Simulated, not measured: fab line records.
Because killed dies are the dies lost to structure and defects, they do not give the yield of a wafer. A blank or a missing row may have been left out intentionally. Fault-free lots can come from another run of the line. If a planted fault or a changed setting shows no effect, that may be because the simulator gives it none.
Matching of chambers ; flow nand_harc ; 4 sister chambers for NHARC_A_CONTACT_ETCH_102 on rie_diel-11
The step etches the open film in CF4/O2, target depth 70 nm, overetch 7 nm, time 38.5 s. 33 wafers are shown with their chamber, then 12 later ones without.

EACH WAFER AND ITS CHAMBER
wafer;chamber;drypump_motor_current_A (A);showerhead_plenum_p_Torr (Torr);rf_vpp_V (V)
L075.2;3;5.10;1.27;195.1
L075.3;1;5.78;1.30;198.2
L075.4;0;5.63;1.24;195.0
L076.1;2;5.18;1.31;195.9
L076.2;0;5.64;1.24;196.0
L076.4;1;5.77;1.30;197.3
L077.1;3;5.12;1.26;196.6
L077.4;3;5.13;1.26;197.0
L077.6;2;5.21;1.31;197.5
L077.2;0;5.59;1.24;196.0
L077.3;2;5.22;1.31;196.5
L077.5;0;5.58;1.24;196.6
L081.1;2;5.17;1.31;196.0
L081.4;1;5.75;1.30;196.8
L081.6;1;5.75;1.30;196.8
L081.2;3;5.12;1.26;196.6
L081.3;0;5.62;1.24;195.2
L081.5;2;5.18;1.31;198.9
L088.1;0;5.62;1.23;194.9
L088.4;3;5.14;1.26;196.9
L088.5;1;5.76;1.30;198.5
L086.3;1;5.76;1.30;196.5
L086.4;2;5.19;1.31;197.8
L086.5;2;5.19;1.31;198.5
L089.2;0;5.61;1.23;194.6
L089.3;1;5.77;1.30;197.2
L089.6;0;5.61;1.23;195.0
L089.1;3;5.14;1.26;196.4
L089.4;2;5.19;1.31;197.9
L089.5;1;5.77;1.30;197.3
L091.2;2;5.19;1.31;197.9
L091.3;3;5.14;1.26;195.9
L091.4;2;5.18;1.31;195.6

SIGNATURES, as means of the wafers listed above
reading;chamber 0;chamber 1;chamber 2;chamber 3;scatter within a chamber
drypump_motor_current_A;5.6125;5.7637;5.1900;5.1271;0.0154
showerhead_plenum_p_Torr;1.2363;1.3000;1.3100;1.2614;0.00307
rf_vpp_V;195.412;197.325;197.250;196.357;0.863
Rule: for a wafer and a chamber, the distance is found by dividing, reading by reading, the gap between the wafer's reading and the chamber's mean by the reading's scatter, squaring, summing and taking the root. The wafer belongs to the nearest chamber; if the next one is less than 2 further off, it can't be placed. The scatter is the square root of a quotient: the sum, over the shown wafers, of each reading's squared deviation from its chamber's mean, divided by wafers minus chambers.

WAFERS WITH NO CHAMBER GIVEN
wafer;drypump_motor_current_A (A);showerhead_plenum_p_Torr (Torr);rf_vpp_V (V)
L094.1;5.12;1.26;196.4
L094.4;5.19;1.31;195.9
L094.6;5.78;1.29;197.9
L094.2;5.78;1.30;199.1
L094.3;5.21;1.31;197.4
L094.5;5.11;1.26;198.0
L092.1;5.19;1.31;196.8
L092.2;5.78;1.29;197.3
L092.4;5.11;1.26;195.2
L092.3;5.63;1.23;194.8
L092.5;5.77;1.29;196.7
L092.6;5.17;1.31;196.3

EACH ONE'S CHAMBER
wafer;from the rows above;in truth
L094.1;3;3
L094.4;2;2
L094.6;1;1
L094.2;1;1
L094.3;2;2
L094.5;3;3
L092.1;2;2
L092.2;1;1
L092.4;3;3
L092.3;0;0
L092.5;1;1
L092.6;2;2
Placed correctly: 12 of 12. Number that these rows cannot place: 0. 0 placed wrongly.
